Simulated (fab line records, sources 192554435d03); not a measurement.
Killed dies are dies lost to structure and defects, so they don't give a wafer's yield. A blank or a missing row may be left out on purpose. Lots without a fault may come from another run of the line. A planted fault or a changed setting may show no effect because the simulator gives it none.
A struck lot beside a sound one | flow n5_finfet | 15 steps out of a route of 1938
Sound: wafers L766.1, L766.3, L766.4. Struck: wafers L777.2, L777.6. The cause comes at the end.
At each step with rows: each side's tool, then ch and its chambers, then its first start. Under that, the readings that differ: sound wafers | struck wafers | difference of the means | sigmas: that difference in standard deviations of wafers without a fault.
alike: readings whose means differ by less than 2 such deviations, and words and numbers that are the same on both sides. not compared: withheld readings, readings that some wafer has no value for, bounds like >300 that may hide the same value, and numbers for which the record gives no deviation and whose values overlap.
The two part at a step that has a row with sigmas, a row that says differs or no value, or rows on one side only. Numbers that don't overlap but have no deviation are shown without sigmas and don't part them. A reading that every wafer of one side lacks parts them only if that side has two wafers or more.

first, 8 steps without rows for these wafers: N5_BEOL_M11_COAT_59 (time 60 s, resist thk 100 nm); N5_BEOL_M11_COAT_60 (time 60 s, resist thk 30 nm); N5_BEOL_M11_COAT_05 (resist thk 90 nm); N5_BEOL_M11_EBR_07; N5_BEOL_M11_SOFTBAKE_06 (time 60 s); N5_BEOL_M11_EXPOSE_08 (exposes mask M11); N5_BEOL_M11_PEB_09 (peb time 60 s); N5_BEOL_M11_DEVELOP_10 (develop time 30 s).
N5_BEOL_M11_CD_MEAS_11: target cd 64.1 nm.
  sound on cd_sem-01 ch 0, day 10 18:39; struck on cd_sem-02 ch 0, day 13 12:53
  alike: cd_nm
N5_BEOL_M11_OVL_MEAS_12:
  sound on overlay-01 ch 0, day 10 18:41; struck on overlay-01 ch 0, day 13 12:55
  alike: M11_OVL
N5_BEOL_M11_INSPECT_13: inspects for defects (brightfield).
  sound on defect_inspect-02, day 10 18:42; struck on defect_inspect-02, day 13 12:56
  alike: raw_defect_count
N5_BEOL_M11_DESCUM_16: chemistry O2, time 7.9 s.
  sound on rie_diel-04 ch 1,3, day 10 18:44; struck on rie_diel-04 ch 2,3, day 13 13:19
  alike: drypump_motor_current_A, o2_flow_sccm, oes_product_au, rf_vpp_V, showerhead_plenum_p_Torr, throttle_valve_pct
  not compared: rf_hours_counter_h
N5_BEOL_M11_ETCH_61: etches SiARC in CF4, target depth 39 nm, time 65 s.
  sound on rie_diel-04 ch 1,3, day 10 18:46; struck on rie_diel-04 ch 2,3, day 13 13:22
  reading               | sound          | struck    | difference | sigmas
  etch_rf_on_time_s (s) | 65.3 66.4 65.6 | 50.9 50.9 | -14.9      | -14
  alike: drypump_motor_current_A, oes_product_au, rf_vpp_V, showerhead_plenum_p_Torr, throttle_valve_pct
  not compared: rf_hours_counter_h
N5_BEOL_M11_ETCH_62: etches SOC in N2/H2, target depth 110 nm, overetch 22 nm, time 165 s.
  sound on rie_diel-04 ch 1,3, day 10 18:49; struck on rie_diel-04 ch 2,3, day 13 13:25
  reading                | sound             | struck      | difference | sigmas
  throttle_valve_pct (%) | 17.67 18.23 18.24 | 17.67 17.67 | -0.38      | -2
  alike: drypump_motor_current_A, oes_product_au, rf_vpp_V, showerhead_plenum_p_Torr
  not compared: rf_hours_counter_h
N5_PASSIVATION_PROBE_49:
  sound on prober-02, day 12 19:17; struck on prober-02, day 15 10:44
  alike: defect_limited_yield, killed_at_M0_to_M3, killed_at_M4_up, killed_at_contacts, killed_at_front_end, killed_at_other, killed_dies, killed_open, killed_short, sort_bin_5_function, sort_bin_6_memory, sort_n_pass, sort_yield_pct

WHERE THEY PART
First at N5_BEOL_M11_ETCH_61; last, within this record, at N5_BEOL_M11_ETCH_62. Later steps at which nothing parts them and some readings are alike: N5_PASSIVATION_PROBE_49.

WHY: what the simulator had put in
Process parameter drift: rie_diel-04, from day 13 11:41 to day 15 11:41, at N5_BEOL_M11_ETCH_61. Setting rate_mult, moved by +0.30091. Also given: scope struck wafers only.
